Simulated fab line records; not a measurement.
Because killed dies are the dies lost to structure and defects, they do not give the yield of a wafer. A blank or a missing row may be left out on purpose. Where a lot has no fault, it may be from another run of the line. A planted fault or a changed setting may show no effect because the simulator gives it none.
Comparing a struck lot with a sound one | flow n5-finfet | 13 out of 1938 route steps
Sound: wafers L285.1, L285.2, L285.4. Struck: wafer L269.3 (L269.4, L269.5, from the same lot, were not struck and are left out); the cause is given at the end.
Each step with rows lists, per side, the tool, then ch with its chambers, then its first start. Under that, the readings that differ: sound wafers | struck wafers | difference of the means | sigmas: that difference in standard deviations of wafers without a fault.
alike: words and numbers the same on both sides, and readings whose means are apart by under 2 such deviations; not compared: readings that were withheld, readings missing a value for some wafer, numbers with overlapping values and no deviation given by the record, and bounds like >300 which may hide the same value.
The two part at a step that has a row with sigmas, a row that says differs or no value, or rows on one side only. Numbers that don't overlap but have no deviation are shown without sigmas and don't part them. A reading that every wafer of one side lacks parts them only if that side has two wafers or more.

first, 9 steps without rows for these wafers: N5_BEOL_M3_PEB_09 (peb time 60 s); N5_BEOL_M3_DEVELOP_10 (develop time 30 s); N5_BEOL_M3_DESCUM_16 (chemistry O2, time 7 s); N5_BEOL_M3_ETCH_74 (etches underlayer in N2/H2, target depth 6.5 nm, time 5.2 s); N5_BEOL_M3_ETCH_63 (etches SiARC in CF4, target depth 15.6 nm, time 26 s); N5_BEOL_M3_ETCH_64 (etches SOC in N2/H2, target depth 75 nm, overetch 15 nm, time 112.5 s); N5_BEOL_M3_STRIP_65 (strips in N2/H2); N5_BEOL_M3_STRIP_75 (strips in N2/H2); N5_BEOL_M3_STRIP_66 (strips in CF4).
N5_BEOL_M3_HM_OPEN_17: chemistry Cl2/BCl3, target TiN, target depth 20 nm, overetch 6 nm.
  sound on rie-metal-01 ch 0,1, day 14 00:04; struck on rie-metal-01 ch 1, day 9 03:46
  reading                                  | sound             | struck | difference | sigmas
  oes-product-au (a.u.)                    | 0.79 0.79 0.78    | 0.53   | -0.26      | -3
  throttle-valve-pct (%)                   | 21.72 21.89 21.74 | 22.42  | +0.64      | +3
  model.SOC_of_BEOL_M3_COAT_61.thk-nm (nm) | 52 52.2 51.8      | 54.2   | +2.2       |
  alike: drypump-motor-current-A, rf-fwd-power-W
  not compared: rf-hours-counter-h
then, 1 step without rows for these wafers: N5_BEOL_M3_STRIP_19 (strips in O2).
N5_BEOL_M4_RC_MEAS_101:
  sound on prober-01 ch 0, day 15 03:37; struck on prober-01 ch 0, day 11 01:19
  reading       | sound          | struck | difference | sigmas
  SS_N (mV/dec) | 70.9 72.7 71.6 | 70.5   | -1.2       | -2
  alike: DIBL_N, DIBL_P, IOFF_N, IOFF_P, ION_N, ION_P, SS_P, VT_N, VT_P
-- the record jumps here: 5 days lie between the struck wafers' starts before and after (it left off in module BEOL_M4 and takes up again in module PASSIVATION, whose first step shown is number 1936 of the route) --
N5_PASSIVATION_PROBE_49:
  sound: prober-02 at day 20 02:21; struck: prober-02 at day 15 16:49
  alike: defect-limited-yield, killed_at_M0_to_M3, killed_at_M4_up, killed-at-contacts, killed-at-front-end, killed-at-other, killed-dies, killed-open, killed-short, sort_bin_5_function, sort_bin_6_memory, sort-n-pass, sort-yield-pct

WHERE THEY PART
Earliest at N5_BEOL_M3_HM_OPEN_17; latest, in this record, at N5_BEOL_M4_RC_MEAS_101. Later steps at which nothing parts them and some readings are alike: N5_PASSIVATION_PROBE_49.

WHY: what the simulator had put in
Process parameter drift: rie-metal-01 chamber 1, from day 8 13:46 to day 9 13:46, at N5_BEOL_M3_HM_OPEN_17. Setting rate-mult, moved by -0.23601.
